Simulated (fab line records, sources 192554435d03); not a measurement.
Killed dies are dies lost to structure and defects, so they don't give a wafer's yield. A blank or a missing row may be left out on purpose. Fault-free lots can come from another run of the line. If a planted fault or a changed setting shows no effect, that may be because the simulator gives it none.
Split-lot trial ; flow n5-finfet ; 7 lots, 21 wafers read, on a route of 1938 steps

SPLIT DETAILS
At N5_BEOL_M0_SAQP_PECVD_04 (deposits a-Si from SiH4/He, target thk 60 nm, time 60.2 s), the setting time-s was moved away from the recipe's 60.2 s on 8 of the 21 wafers read, by -11.5% to +11.8%. The other wafers ran this setting at the recipe's value.

Reading taken at the split's own step.

THE READING
a-Si_of_BEOL_M0_SAQP_PECVD_04.thk-nm (the simulator's own value, which no gauge read), in nm, at N5_BEOL_M0_SAQP_PECVD_04 (deposits a-Si from SiH4/He, target thk 60 nm, time 60.2 s). The file gives no usual value for it. Here, 13 wafers ran the recipe; their average is 60.2 nm with a standard deviation of 0.63 nm.

wafer;tool, chamber at the split;time-s as run, s;against the recipe;a-Si_of_BEOL_M0_SAQP_PECVD_04.thk-nm, nm;against lot-mates on the recipe
L077.1;pecvd-04, 0;60.2;recipe;59.8;-
L077.2;pecvd-04, 2;60.2;recipe;59;-
L077.4;pecvd-04, 2;64.94;+7.9%;64.4;+5.0
L082.1;pecvd-04, 2,0;60.2;recipe;59.6;-
L082.5;pecvd-04, 2,0;60.2;recipe;59.6;-
L082.4;pecvd-04, 1;60.2;recipe;60.4;-
L085.1;pecvd-04, 0,2;67.29;+11.8%;66.2;+5.8
L085.3;pecvd-04, 0,2;67.29;+11.8%;66.2;+5.8
L085.4;pecvd-04, 0;60.2;recipe;60.4;-
L086.2;pecvd-01, 0;60.2;recipe;60.8;-
L086.5;pecvd-01, 2;53.28;-11.5%;55.2;-5.6
L086.6;pecvd-01, 1;53.28;-11.5%;54.4;-6.4
L089.1;pecvd-04, 1;60.2;recipe;60.6;-
L089.3;pecvd-04, 0;60.2;recipe;59.8;-
L089.4;pecvd-04, 1;60.2;recipe;61;-
L092.2;pecvd-03, 0;63.38;+5.3%;63.4;+3.0
L092.4;pecvd-03, 0;63.38;+5.3%;63.2;+2.8
L092.6;pecvd-03, 0;60.2;recipe;60.4;-
L094.3;pecvd-01, 2;60.2;recipe;60.4;-
L094.5;pecvd-01, 1;53.97;-10.3%;54.4;-6.5
L094.6;pecvd-01, 2;60.2;recipe;61.4;-
When a row names more than one chamber, that row covers several wafers, and the file does not tell which wafer ran in which chamber.

FIT RESULTS
A straight line over all 21 wafers: a-Si_of_BEOL_M0_SAQP_PECVD_04.thk-nm changes by +0.509 nm for each +1% of time-s; r = +0.98; the points scatter about the line by 0.58 nm.
The same after taking each lot's own level away (the mean of its wafers on the recipe; 21 wafers): +0.538 nm for each +1%; r = +0.99; scatter 0.48 nm.
The reading moves by 6.3 nm for the largest change in time-s, on that fit.
The lots' own levels span 59.40 to 60.90 nm, that is 2.4 times the standard deviation above.
The two slopes are in agreement: the lot-to-lot level therefore moves the slope only a little.
Check: for one of the wafers moved furthest among these (+11.8%), held out of the fit, the line's prediction against its lot-mates is +6.43 nm. It came out at +5.8 nm against them.

ADDITIONAL SPLITS CARRIED BY THESE WAFERS
Note: prior to the reading, these wafers also went through further splits. Each is held against what the fit with the lots' levels taken away leaves over:
other split on the same wafers;wafers away from the commonest value;r with a-Si_of_BEOL_M0_SAQP_PECVD_04.thk-nm (lot level and that fit taken away)
N5_HKMG_FIN_ETCH_58 source-w;6;+0.07
N5_GATE_CUT_COAT_27 spin-rpm;5;-0.11
N5_GATE_CUT_EXPOSE_10 dose-mj;6;+0.10
N5_MOL_CONTACT_COAG_CONTACT_ETCH_14 source-w;9;+0.14
N5_MOL_CONTACT_COAG_ETCH_91 source-w;7;-0.21

THE WHOLE CHAIN: every reading that the file lists as answering this split, in the file's order
step;what it does;reading;change (the file's fit);r (the file's)
N5_BEOL_M0_SAQP_PECVD_04;deposits a-Si from SiH4/He, target thk 60 nm, time 60.2 s;a-Si_of_BEOL_M0_SAQP_PECVD_04.thk-nm (the simulator's own value, which no gauge read);+0.554 nm for each +1% of the setting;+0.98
N5_BEOL_M0_SAQP_THK_MEAS_05;;thk-nm;withheld for each +1% of the setting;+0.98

THE FILE'S OWN FIT
a-Si_of_BEOL_M0_SAQP_PECVD_04.thk-nm changes by +0.554 nm for each +1% of time-s, r = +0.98.
